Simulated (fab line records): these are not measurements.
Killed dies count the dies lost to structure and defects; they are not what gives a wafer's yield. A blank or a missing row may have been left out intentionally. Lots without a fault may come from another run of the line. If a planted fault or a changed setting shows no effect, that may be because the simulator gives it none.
fab line records / flow n5_finfet
record lots=4 wafers=12 last_day=18
route steps=1938 shown GATE_CUT@505 MOL_CONTACT_COAG@517 BEOL_M4@1111
lots with no fault: from the same line, run without faults
start_h: hours from the record's opening day to when the first of the lot's shown wafers began / wait_h: hours from the lot's prior step to this one / " repeats the value in the row above / L1.1+2: one row covering several wafers at once / - either no value or no given start / * or withheld: withheld / < > ~ a bound
route shown NAME@n: names a module that has steps shown in the file, with the first one's number in the route / usual: mean/standard deviation of fault-free wafers / same: alike in all rows / chamber/n: place in a boat / sites: readings site by site / _std_site: how widely they spread, as a standard deviation / _edge_site: mean of outer sites minus mean of inner sites / radius_mm: for every site, how far away it sits from the centre of the wafer / mask NAME#n: copy n / behind: the tool/chamber that last shaped the wafer / hold: reason for holding the lot/hours on hold/outcome of the hold / device: the n, p or np transistor that did not switch / end of line: the tests these same wafers got at the end of their route / where a step has no rows: the recipe by itself / killed: at the first sort, the dies lost to defects and structure; wafer yield is something else / map: shows each die of a wafer: x if killed, . if not, _ if none is there
set.NAME: the setting as run; set.NAME@STEP: as run at that earlier step / model.NAME: the simulator's own value behind a step, which no gauge read
certain route steps with their lots: each step a table, each wafer a row
services: when a tool's chamber went out of use (start_h, in hours from the record's first day, below 0 if earlier), for how many hours, and the reason
## steps
# step N5_GATE_CUT_VAPOR_ETCH_49
# recipe chemistry=BCl3/Cl2 target=TiAlC mode=isotropic
# step N5_GATE_CUT_VAPOR_ETCH_51
# recipe chemistry=BCl3/Cl2 target=HfO2 mode=isotropic
# step N5_GATE_CUT_STRIP_21
# recipe chemistry=N2/H2 time_s=30 power_w=1000 temp_c=250 pressure_mtorr=withheld n2_flow_sccm=1750 h2_flow_sccm=3250
# step N5_GATE_CUT_STRIP_29
# recipe chemistry=post_etch_residue_remover time_s=60 temp_c=25 remover_ph=withheld remover_water_wt_pct=withheld remover_fluoride_wt_pct=withheld
# step N5_GATE_CUT_SRD_52
# recipe dry=ipa_marangoni time_s=30 temp_c=23 rinse_liquid=diw
# step N5_GATE_CUT_ALD_22
# recipe material=SiNx target_thk_a=160 temp_c=400 ald_precursor_family=SiH2I2 ald_co_reactant=N2/H2-plasma pulse_time_s=1 ald_cycles=320 purge_time_s=2 co_reactant_purge_time_s=2 pressure_torr=2
# step N5_GATE_CUT_CMP_23
# recipe stop_on=SiO2 t_overpolish_s=23.4 post_cmp_clean=alkaline_brush down_force_psi=2.5 platen_rpm=51.8 pad_velocity_m_s=1.0307 target_thk_nm=16
# step N5_GATE_CUT_CMP_43
# recipe material=SiO2 post_cmp_clean=rinse_only
# step N5_GATE_CUT_CMP_61
# recipe stop_on=SiNx t_overpolish_s=3 post_cmp_clean=alkaline_brush down_force_psi=4 platen_rpm=27.09 pad_velocity_m_s=0.539
# step N5_MOL_CONTACT_COAG_COAT_103
# recipe resist=SOC temp_c=250 time_s=60 spin_rpm=1500 resist_thk_nm=80
# usual spin_speed_rpm=1500.1/1.2
lot.wafer=L418.1 tool=litho_track-02 chamber=0 start_h=160.54 wait_h=0.0 spin_speed_rpm=1499.6 model.SOC_of_MOL_CONTACT_COAG_COAT_103.thk_nm=80.2
lot.wafer=L418.2 tool=litho_track-02 chamber=0 start_h=160.54 wait_h=0.0 spin_speed_rpm=1499.0 model.SOC_of_MOL_CONTACT_COAG_COAT_103.thk_nm=80
lot.wafer=L418.5 tool=litho_track-02 chamber=0 start_h=160.54 wait_h=0.0 spin_speed_rpm=1499.3 model.SOC_of_MOL_CONTACT_COAG_COAT_103.thk_nm=80.2
lot.wafer=L424.2 tool=litho_track-02 chamber=0 start_h=191.47 wait_h=0.0 spin_speed_rpm=1660.7 model.SOC_of_MOL_CONTACT_COAG_COAT_103.thk_nm=76.2
lot.wafer=L424.3 tool=litho_track-02 chamber=0 start_h=191.47 wait_h=0.0 spin_speed_rpm=1661.1 model.SOC_of_MOL_CONTACT_COAG_COAT_103.thk_nm=76.2
lot.wafer=L424.6 tool=litho_track-02 chamber=0 start_h=191.47 wait_h=0.0 spin_speed_rpm=1660.1 model.SOC_of_MOL_CONTACT_COAG_COAT_103.thk_nm=76.2
lot.wafer=L426.1 tool=litho_track-02 chamber=0 start_h=201.88 wait_h=0.0 spin_speed_rpm=1662.6 model.SOC_of_MOL_CONTACT_COAG_COAT_103.thk_nm=75.6
lot.wafer=L426.5 tool=litho_track-02 chamber=0 start_h=201.88 wait_h=0.0 spin_speed_rpm=1661.5 model.SOC_of_MOL_CONTACT_COAG_COAT_103.thk_nm=76
lot.wafer=L426.6 tool=litho_track-02 chamber=0 start_h=201.88 wait_h=0.0 spin_speed_rpm=1661.4 model.SOC_of_MOL_CONTACT_COAG_COAT_103.thk_nm=76
lot.wafer=L430.2 tool=litho_track-03 chamber=0 start_h=223.07 wait_h=0.0 spin_speed_rpm=1499.2 model.SOC_of_MOL_CONTACT_COAG_COAT_103.thk_nm=80
lot.wafer=L430.4 tool=litho_track-03 chamber=0 start_h=223.07 wait_h=0.0 spin_speed_rpm=1501.4 model.SOC_of_MOL_CONTACT_COAG_COAT_103.thk_nm=80
lot.wafer=L430.6 tool=litho_track-03 chamber=0 start_h=223.07 wait_h=0.0 spin_speed_rpm=1499.4 model.SOC_of_MOL_CONTACT_COAG_COAT_103.thk_nm=80
# step N5_MOL_CONTACT_COAG_COAT_104
# recipe resist=SiARC temp_c=220 time_s=60 spin_rpm=1500 resist_thk_nm=12
# step N5_MOL_CONTACT_COAG_COAT_58
# recipe resist=underlayer temp_c=205 time_s=60 spin_rpm=1500 resist_thk_nm=10
# step N5_MOL_CONTACT_COAG_COAT_02
# recipe resist=CAR-EUV spin_rpm=1500 resist_thk_nm=30
# step N5_MOL_CONTACT_COAG_EBR_04
# recipe solvent=PGMEA ebr_width_mm=1.5
# step N5_MOL_CONTACT_COAG_SOFTBAKE_03
# recipe temp_c=110 time_s=60 resist=CAR-EUV
# step N5_MOL_CONTACT_COAG_EXPOSE_05
# recipe mask_id=CA na=0.33 source_shape=annular sigma_inner=0.4 sigma_outer=0.8 polarization=unpolarized defocus_nm=0 dose_mj=38.25
# step N5_MOL_CONTACT_COAG_PEB_06
# recipe peb_temp_c=100 peb_time_s=60 resist=CAR-EUV
# step N5_MOL_CONTACT_COAG_DEVELOP_07
# recipe develop_time_s=30 developer=TMAH resist=CAR-EUV rinse_liquid=surfactant_rinse dry=air_spin dev_temp_c=23
# step N5_MOL_CONTACT_COAG_DESCUM_13
# recipe chemistry=O2 time_s=7 source_power_w=50 bias_power_w=20 pressure_mtorr=20 rf_frequency_hz=2.712e+07 temp_c=40 resist=CAR-EUV o2_flow_sccm=225
# step N5_MOL_CONTACT_COAG_ETCH_59
# recipe chemistry=N2/H2 target=underlayer target_depth_a=130 mask_material=CAR-EUV time_s=10.4 ion_energy_ev=200 pressure_mtorr=30 source_w=840 bias_w=150 n2_flow_sccm=200 h2_flow_sccm=200 ends=cleared
# step N5_MOL_CONTACT_COAG_ETCH_105
# recipe chemistry=CF4 target=SiARC target_depth_a=156 mask_material=CAR-EUV time_s=26 ion_energy_ev=80 pressure_mtorr=40 source_w=545 bias_w=36 Ar_flow_sccm=100 cf4_flow_sccm=100 ends=cleared
# step N5_MOL_CONTACT_COAG_ETCH_106
# recipe chemistry=N2/H2 target=SOC target_depth_a=800 overetch_a=160 mask_material=SiARC temp_c=40 time_s=120 ion_energy_ev=200 pressure_mtorr=30 source_w=840 bias_w=150 n2_flow_sccm=200 h2_flow_sccm=200
# usual bias_w=149.9/0.43 chamber_pressure_mTorr=30.000/0.028 drypump_motor_current_A=6.0/0.41 h2_flow_sccm=200.1/0.59 n2_flow_sccm=200.0/0.59 oes_product_au=0.69/0.068 rf_fwd_power_W=835.8/2.7 rf_vpp_V=523.7/2.4 showerhead_plenum_p_Torr=2.54/0.08 throttle_valve_pct=17.74/0.23
lot.wafer=L418.1 tool=rie_diel-01 chamber=1 start_h=161.04 wait_h=0.0 bias_w=150.2 chamber_pressure_mTorr=30.025 drypump_motor_current_A=5.9 h2_flow_sccm=199.7 n2_flow_sccm=200.2 oes_product_au=0.81 rf_fwd_power_W=835.2 rf_hours_counter_h=26 rf_vpp_V=522.1 showerhead_plenum_p_Torr=2.49 throttle_valve_pct=17.63 model.etch.depth_nm=80.17
lot.wafer=L418.2 tool=rie_diel-01 chamber=2 start_h=161.04 wait_h=0.0 bias_w=149.5 chamber_pressure_mTorr=30.029 drypump_motor_current_A=5.6 h2_flow_sccm=199.5 n2_flow_sccm=199.7 oes_product_au=0.69 rf_fwd_power_W=836.6 rf_hours_counter_h=168 rf_vpp_V=523.7 showerhead_plenum_p_Torr=2.54 throttle_valve_pct=17.59 model.etch.depth_nm=80.08
lot.wafer=L418.5 tool=rie_diel-01 chamber=2 start_h=161.04 wait_h=0.0 bias_w=149.9 chamber_pressure_mTorr=30.027 drypump_motor_current_A=5.6 h2_flow_sccm=200.4 n2_flow_sccm=199.8 oes_product_au=0.68 rf_fwd_power_W=836.1 rf_hours_counter_h=- rf_vpp_V=523.1 showerhead_plenum_p_Torr=2.54 throttle_valve_pct=17.59 model.etch.depth_nm=80.2
lot.wafer=L424.2 tool=rie_diel-02 chamber=2 start_h=191.97 wait_h=0.0 bias_w=150.8 chamber_pressure_mTorr=29.962 drypump_motor_current_A=5.7 h2_flow_sccm=199.1 n2_flow_sccm=200.6 oes_product_au=0.81 rf_fwd_power_W=835.6 rf_hours_counter_h=19 rf_vpp_V=526.7 showerhead_plenum_p_Torr=2.60 throttle_valve_pct=17.91 model.etch.depth_nm=76.3
lot.wafer=L424.3 tool=rie_diel-02 chamber=1 start_h=191.97 wait_h=0.0 bias_w=149.7 chamber_pressure_mTorr=29.980 drypump_motor_current_A=4.8 h2_flow_sccm=201.5 n2_flow_sccm=199.9 oes_product_au=0.60 rf_fwd_power_W=838.8 rf_hours_counter_h=234 rf_vpp_V=520.9 showerhead_plenum_p_Torr=2.41 throttle_valve_pct=17.85 model.etch.depth_nm=76.14
lot.wafer=L424.6 tool=rie_diel-02 chamber=3 start_h=191.97 wait_h=0.0 bias_w=149.9 chamber_pressure_mTorr=30.003 drypump_motor_current_A=5.9 h2_flow_sccm=199.2 n2_flow_sccm=198.8 oes_product_au=0.69 rf_fwd_power_W=835.7 rf_hours_counter_h=- rf_vpp_V=524.1 showerhead_plenum_p_Torr=2.56 throttle_valve_pct=17.80 model.etch.depth_nm=76.27
lot.wafer=L426.1 tool=rie_diel-02 chamber=3 start_h=202.64 wait_h=0.0 bias_w=149.7 chamber_pressure_mTorr=30.002 drypump_motor_current_A=5.9 h2_flow_sccm=200.1 n2_flow_sccm=201.2 oes_product_au=0.68 rf_fwd_power_W=834.4 rf_hours_counter_h=100 rf_vpp_V=525.0 showerhead_plenum_p_Torr=2.56 throttle_valve_pct=17.79 model.etch.depth_nm=75.68
lot.wafer=L426.5 tool=rie_diel-02 chamber=3 start_h=202.64 wait_h=0.0 bias_w=149.6 chamber_pressure_mTorr=30.001 drypump_motor_current_A=5.9 h2_flow_sccm=200.1 n2_flow_sccm=201.3 oes_product_au=0.69 rf_fwd_power_W=834.7 rf_hours_counter_h=- rf_vpp_V=523.9 showerhead_plenum_p_Torr=2.56 throttle_valve_pct=17.81 model.etch.depth_nm=76.02
lot.wafer=L426.6 tool=rie_diel-02 chamber=2 start_h=202.64 wait_h=0.0 bias_w=150.0 chamber_pressure_mTorr=29.997 drypump_motor_current_A=5.6 h2_flow_sccm=200.9 n2_flow_sccm=200.5 oes_product_au=0.81 rf_fwd_power_W=835.7 rf_hours_counter_h=- rf_vpp_V=526.8 showerhead_plenum_p_Torr=2.59 throttle_valve_pct=17.92 model.etch.depth_nm=76.01
lot.wafer=L430.2 tool=rie_diel-01 chamber=0 start_h=223.54 wait_h=0.0 bias_w=150.0 chamber_pressure_mTorr=29.978 drypump_motor_current_A=6.2 h2_flow_sccm=199.8 n2_flow_sccm=201.0 oes_product_au=0.82 rf_fwd_power_W=837.1 rf_hours_counter_h=21 rf_vpp_V=524.9 showerhead_plenum_p_Torr=2.60 throttle_valve_pct=17.29 model.etch.depth_nm=80.07
lot.wafer=L430.4 tool=rie_diel-01 chamber=2 start_h=223.54 wait_h=0.0 bias_w=149.6 chamber_pressure_mTorr=30.029 drypump_motor_current_A=5.5 h2_flow_sccm=200.1 n2_flow_sccm=200.0 oes_product_au=0.67 rf_fwd_power_W=832.8 rf_hours_counter_h=195 rf_vpp_V=522.8 showerhead_plenum_p_Torr=2.52 throttle_valve_pct=17.63 model.etch.depth_nm=80.01
lot.wafer=L430.6 tool=rie_diel-01 chamber=2 start_h=223.54 wait_h=0.0 bias_w=149.3 chamber_pressure_mTorr=29.941 drypump_motor_current_A=5.5 h2_flow_sccm=200.3 n2_flow_sccm=200.2 oes_product_au=0.67 rf_fwd_power_W=836.4 rf_hours_counter_h=- rf_vpp_V=522.8 showerhead_plenum_p_Torr=2.52 throttle_valve_pct=17.64 model.etch.depth_nm=80.03
# step N5_MOL_CONTACT_COAG_STRIP_107
# recipe chemistry=N2/H2 temp_c=40 n2_flow_sccm=200 h2_flow_sccm=200 rf_frequency_hz=6e+07
# step N5_MOL_CONTACT_COAG_STRIP_108
# recipe chemistry=N2/H2 temp_c=40 n2_flow_sccm=200 h2_flow_sccm=200 rf_frequency_hz=6e+07
# step N5_MOL_CONTACT_COAG_CONTACT_ETCH_14
# recipe chemistry=C4F6/O2 target=SiO2 target_depth_a=275 overetch_a=85 mask_material=SOC pressure_mtorr=30 source_w=370 bias_w=185 Ar_flow_sccm=300 C4F6_flow_sccm=16 O2_flow_sccm=10 time_s=20 ion_energy_ev=259.6
# step N5_MOL_CONTACT_COAG_STRIP_109
# recipe chemistry=C4F6/O2 resist=SiARC rf_frequency_hz=6e+07
# step N5_MOL_CONTACT_COAG_ETCH_15
# recipe chemistry=CH3F/O2 target=SiNx target_depth_a=70 mask_material=SOC stop_on=Si:P over_etch_frac=0.75 ion_energy_ev=120 pressure_mtorr=30 source_w=395 bias_w=73 Ar_flow_sccm=150 CH3F_flow_sccm=30 O2_flow_sccm=20
# step N5_MOL_CONTACT_COAG_ETCH_110
# recipe chemistry=CF4/O2 target=Si target_depth_a=25 time_s=8 pressure_mtorr=100 source_w=200 bias_w=12 ion_energy_ev=60 Ar_flow_sccm=100 cf4_flow_sccm=100 O2_flow_sccm=10
# usual bias_w=12.00/0.035 chamber_pressure_mTorr=100.01/0.091 drypump_motor_current_A=5.9/0.41 oes_product_au=0.77/0.079 rf_fwd_power_W=198.3/0.71 rf_vpp_V=127.1/1.5 showerhead_plenum_p_Torr=2.22/0.066 throttle_valve_pct=10.70/0.26
lot.wafer=L418.1 tool=rie_diel-01 chamber=1 start_h=161.24 wait_h=0.0 bias_w=12.05 chamber_pressure_mTorr=99.92 drypump_motor_current_A=5.9 oes_product_au=0.90 rf_fwd_power_W=199.1 rf_hours_counter_h=26 rf_vpp_V=124.2 showerhead_plenum_p_Torr=2.18 throttle_valve_pct=10.39 model.SOC_of_MOL_CONTACT_COAG_COAT_103.thk_nm=73.8
lot.wafer=L418.2 tool=rie_diel-01 chamber=2 start_h=161.24 wait_h=0.0 bias_w=12.05 chamber_pressure_mTorr=99.92 drypump_motor_current_A=5.6 oes_product_au=0.77 rf_fwd_power_W=198.0 rf_hours_counter_h=168 rf_vpp_V=123.9 showerhead_plenum_p_Torr=2.22 throttle_valve_pct=10.57 model.SOC_of_MOL_CONTACT_COAG_COAT_103.thk_nm=73.8
lot.wafer=L418.5 tool=rie_diel-01 chamber=2 start_h=161.24 wait_h=0.0 bias_w=12.05 chamber_pressure_mTorr=100.09 drypump_motor_current_A=5.6 oes_product_au=0.76 rf_fwd_power_W=197.8 rf_hours_counter_h=- rf_vpp_V=124.1 showerhead_plenum_p_Torr=2.22 throttle_valve_pct=10.58 model.SOC_of_MOL_CONTACT_COAG_COAT_103.thk_nm=73.8
lot.wafer=L424.2 tool=rie_diel-02 chamber=2 start_h=192.16 wait_h=0.0 bias_w=11.99 chamber_pressure_mTorr=100.00 drypump_motor_current_A=5.6 oes_product_au=0.95 rf_fwd_power_W=198.8 rf_hours_counter_h=19 rf_vpp_V=126.2 showerhead_plenum_p_Torr=2.27 throttle_valve_pct=10.72 model.SOC_of_MOL_CONTACT_COAG_COAT_103.thk_nm=70
lot.wafer=L424.3 tool=rie_diel-02 chamber=1 start_h=192.16 wait_h=0.0 bias_w=11.97 chamber_pressure_mTorr=100.06 drypump_motor_current_A=4.8 oes_product_au=0.69 rf_fwd_power_W=197.7 rf_hours_counter_h=234 rf_vpp_V=126.6 showerhead_plenum_p_Torr=2.12 throttle_valve_pct=10.85 model.SOC_of_MOL_CONTACT_COAG_COAT_103.thk_nm=69.8
lot.wafer=L424.6 tool=rie_diel-02 chamber=3 start_h=192.16 wait_h=0.0 bias_w=12.05 chamber_pressure_mTorr=99.89 drypump_motor_current_A=5.9 oes_product_au=0.79 rf_fwd_power_W=198.3 rf_hours_counter_h=- rf_vpp_V=129.7 showerhead_plenum_p_Torr=2.24 throttle_valve_pct=10.70 model.SOC_of_MOL_CONTACT_COAG_COAT_103.thk_nm=70
lot.wafer=L426.1 tool=rie_diel-02 chamber=3 start_h=202.84 wait_h=0.0 bias_w=12.00 chamber_pressure_mTorr=100.00 drypump_motor_current_A=5.9 oes_product_au=0.79 rf_fwd_power_W=197.4 rf_hours_counter_h=100 rf_vpp_V=129.2 showerhead_plenum_p_Torr=2.24 throttle_valve_pct=10.71 model.SOC_of_MOL_CONTACT_COAG_COAT_103.thk_nm=69.4
lot.wafer=L426.5 tool=rie_diel-02 chamber=3 start_h=202.84 wait_h=0.0 bias_w=12.03 chamber_pressure_mTorr=100.03 drypump_motor_current_A=5.9 oes_product_au=0.79 rf_fwd_power_W=196.5 rf_hours_counter_h=- rf_vpp_V=127.9 showerhead_plenum_p_Torr=2.24 throttle_valve_pct=10.72 model.SOC_of_MOL_CONTACT_COAG_COAT_103.thk_nm=69.6
lot.wafer=L426.6 tool=rie_diel-02 chamber=2 start_h=202.84 wait_h=0.0 bias_w=11.99 chamber_pressure_mTorr=99.96 drypump_motor_current_A=5.6 oes_product_au=0.92 rf_fwd_power_W=198.3 rf_hours_counter_h=- rf_vpp_V=127.7 showerhead_plenum_p_Torr=2.27 throttle_valve_pct=10.73 model.SOC_of_MOL_CONTACT_COAG_COAT_103.thk_nm=69.6
lot.wafer=L430.2 tool=rie_diel-01 chamber=0 start_h=223.73 wait_h=0.0 bias_w=11.99 chamber_pressure_mTorr=100.05 drypump_motor_current_A=6.2 oes_product_au=0.92 rf_fwd_power_W=198.9 rf_hours_counter_h=21 rf_vpp_V=126.0 showerhead_plenum_p_Torr=2.26 throttle_valve_pct=10.16 model.SOC_of_MOL_CONTACT_COAG_COAT_103.thk_nm=73.6
lot.wafer=L430.4 tool=rie_diel-01 chamber=2 start_h=223.73 wait_h=0.0 bias_w=12.02 chamber_pressure_mTorr=100.07 drypump_motor_current_A=5.6 oes_product_au=0.75 rf_fwd_power_W=197.7 rf_hours_counter_h=195 rf_vpp_V=124.6 showerhead_plenum_p_Torr=2.21 throttle_valve_pct=10.65 model.SOC_of_MOL_CONTACT_COAG_COAT_103.thk_nm=73.6
lot.wafer=L430.6 tool=rie_diel-01 chamber=2 start_h=223.73 wait_h=0.0 bias_w=11.99 chamber_pressure_mTorr=100.05 drypump_motor_current_A=5.6 oes_product_au=0.74 rf_fwd_power_W=197.5 rf_hours_counter_h=- rf_vpp_V=124.5 showerhead_plenum_p_Torr=2.21 throttle_valve_pct=10.66 model.SOC_of_MOL_CONTACT_COAG_COAT_103.thk_nm=73.8
# step N5_MOL_CONTACT_COAG_STRIP_98
# recipe chemistry=N2/H2 power_w=500 temp_c=40 pressure_mtorr=50 rf_frequency_hz=6e+07 overash_fraction=0.3 bias_power_w=8 h2_frac=0.5 n2_flow_sccm=300 h2_flow_sccm=300
# step N5_BEOL_M4_RC_MEAS_101
# usual DIBL_N=36.4/1.2 DIBL_P=36.1/1.6 IOFF_N=0.156/0.024 IOFF_P=0.21/0.031 ION_N=674/11 ION_P=463/6.9 SS_N=71.5/0.5 SS_P=73.2/0.55 VT_N=250.0/2.9 VT_P=-250/3.6
lot.wafer=L418.1 tool=prober-02 chamber=0 start_h=232.40 wait_h=0.0 DIBL_N[mV/V]=39.6 DIBL_P[mV/V]=39.9 IOFF_N[nA/um]=0.216 IOFF_P[nA/um]=0.30 ION_N[uA/um]=697 ION_P[uA/um]=481 SS_N[mV/dec]=71.5 SS_P[mV/dec]=73.4 VT_N[mV]=246.6 VT_P[mV]=-245
lot.wafer=L418.2 tool=prober-02 chamber=0 start_h=232.40 wait_h=0.0 DIBL_N[mV/V]=38.9 DIBL_P[mV/V]=38.7 IOFF_N[nA/um]=0.189 IOFF_P[nA/um]=0.25 ION_N[uA/um]=686 ION_P[uA/um]=472 SS_N[mV/dec]=72.1 SS_P[mV/dec]=73.6 VT_N[mV]=247.5 VT_P[mV]=-247
lot.wafer=L418.5 tool=prober-02 chamber=0 start_h=232.40 wait_h=0.0 DIBL_N[mV/V]=38.9 DIBL_P[mV/V]=38.0 IOFF_N[nA/um]=0.180 IOFF_P[nA/um]=0.25 ION_N[uA/um]=675 ION_P[uA/um]=465 SS_N[mV/dec]=72.3 SS_P[mV/dec]=73.4 VT_N[mV]=249.4 VT_P[mV]=-246
lot.wafer=L424.2 tool=prober-01 chamber=0 start_h=258.14 wait_h=0.2 DIBL_N[mV/V]=36.4 DIBL_P[mV/V]=35.9 IOFF_N[nA/um]=0.146 IOFF_P[nA/um]=0.20 ION_N[uA/um]=670 ION_P[uA/um]=458 SS_N[mV/dec]=72.1 SS_P[mV/dec]=73.2 VT_N[mV]=250.1 VT_P[mV]=-252
lot.wafer=L424.3 tool=prober-01 chamber=0 start_h=258.14 wait_h=0.2 DIBL_N[mV/V]=36.6 DIBL_P[mV/V]=36.5 IOFF_N[nA/um]=0.153 IOFF_P[nA/um]=0.22 ION_N[uA/um]=660 ION_P[uA/um]=458 SS_N[mV/dec]=71.4 SS_P[mV/dec]=72.7 VT_N[mV]=250.7 VT_P[mV]=-249
lot.wafer=L424.6 tool=prober-01 chamber=0 start_h=258.14 wait_h=0.2 DIBL_N[mV/V]=35.4 DIBL_P[mV/V]=34.3 IOFF_N[nA/um]=0.129 IOFF_P[nA/um]=0.20 ION_N[uA/um]=659 ION_P[uA/um]=458 SS_N[mV/dec]=70.5 SS_P[mV/dec]=72.4 VT_N[mV]=256.2 VT_P[mV]=-253
lot.wafer=L426.1 tool=prober-01 chamber=0 start_h=276.79 wait_h=0.0 DIBL_N[mV/V]=37.9 DIBL_P[mV/V]=36.7 IOFF_N[nA/um]=0.178 IOFF_P[nA/um]=0.24 ION_N[uA/um]=684 ION_P[uA/um]=469 SS_N[mV/dec]=72.1 SS_P[mV/dec]=74.2 VT_N[mV]=249.4 VT_P[mV]=-247
lot.wafer=L426.5 tool=prober-01 chamber=0 start_h=276.79 wait_h=0.0 DIBL_N[mV/V]=35.7 DIBL_P[mV/V]=33.8 IOFF_N[nA/um]=0.141 IOFF_P[nA/um]=0.20 ION_N[uA/um]=665 ION_P[uA/um]=464 SS_N[mV/dec]=71.8 SS_P[mV/dec]=72.6 VT_N[mV]=247.6 VT_P[mV]=-250
lot.wafer=L426.6 tool=prober-01 chamber=0 start_h=276.79 wait_h=0.0 DIBL_N[mV/V]=36.7 DIBL_P[mV/V]=35.3 IOFF_N[nA/um]=0.153 IOFF_P[nA/um]=0.23 ION_N[uA/um]=662 ION_P[uA/um]=464 SS_N[mV/dec]=71.7 SS_P[mV/dec]=73.0 VT_N[mV]=249.8 VT_P[mV]=-246
lot.wafer=L430.2 tool=prober-01 chamber=0 start_h=314.90 wait_h=0.2 DIBL_N[mV/V]=37.0 DIBL_P[mV/V]=36.9 IOFF_N[nA/um]=0.183 IOFF_P[nA/um]=0.20 ION_N[uA/um]=695 ION_P[uA/um]=463 SS_N[mV/dec]=72.7 SS_P[mV/dec]=73.8 VT_N[mV]=246.0 VT_P[mV]=-251
lot.wafer=L430.4 tool=prober-01 chamber=0 start_h=314.90 wait_h=0.2 DIBL_N[mV/V]=36.7 DIBL_P[mV/V]=36.2 IOFF_N[nA/um]=0.167 IOFF_P[nA/um]=0.18 ION_N[uA/um]=680 ION_P[uA/um]=458 SS_N[mV/dec]=71.1 SS_P[mV/dec]=73.9 VT_N[mV]=249.4 VT_P[mV]=-254
lot.wafer=L430.6 tool=prober-01 chamber=0 start_h=314.90 wait_h=0.2 DIBL_N[mV/V]=35.6 DIBL_P[mV/V]=35.2 IOFF_N[nA/um]=0.154 IOFF_P[nA/um]=0.17 ION_N[uA/um]=679 ION_P[uA/um]=457 SS_N[mV/dec]=72.1 SS_P[mV/dec]=73.0 VT_N[mV]=247.6 VT_P[mV]=-254
## services
tool=rie_diel-01 chamber=0 start_h=144.08 hours=- kind=clean
tool=rie_diel-01 chamber=0 start_h=144.08 hours=- kind=consumable_replace:focus_ring
tool=rie_diel-01 chamber=0 start_h=144.08 hours=27.9 kind=scheduled_down
tool=rie_diel-01 chamber=0 start_h=144.08 hours=27.9 kind=vent_cycle
tool=rie_diel-02 chamber=3 start_h=152.96 hours=1.8 kind=repair
tool=rie_diel-01 chamber=1 start_h=172.82 hours=7.6 kind=repair
tool=rie_diel-02 chamber=0 start_h=174.77 hours=2.9 kind=repair
## key
first_sign step=N5_MOL_CONTACT_COAG_COAT_103 reading=spin_speed_rpm direction=up sigmas=99+ usual=* struck=*
effect none on later readings
model_effect step=N5_MOL_CONTACT_COAG_COAT_103 value=SOC_of_MOL_CONTACT_COAG_COAT_103.thk_nm without=80.03 struck=76.03
model_effect step=N5_MOL_CONTACT_COAG_ETCH_106 value=etch.depth_nm without=80.03 struck=76.07
model_effect step=N5_MOL_CONTACT_COAG_ETCH_110 value=SOC_of_MOL_CONTACT_COAG_COAT_103.thk_nm without=73.7 struck=69.73
met_at N5_MOL_CONTACT_COAG_COAT_103
struck_wafers L424.2,L424.3,L424.6,L426.1,L426.5,L426.6
onset_between 160.54 191.47
fault kind=process_parameter_drift tool=litho_track-02 chamber=- onset_h=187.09 steps=N5_MOL_CONTACT_COAG_COAT_103 channel=spin_rpm offset=* shape=step end_h=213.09 acts_in=* stated=*
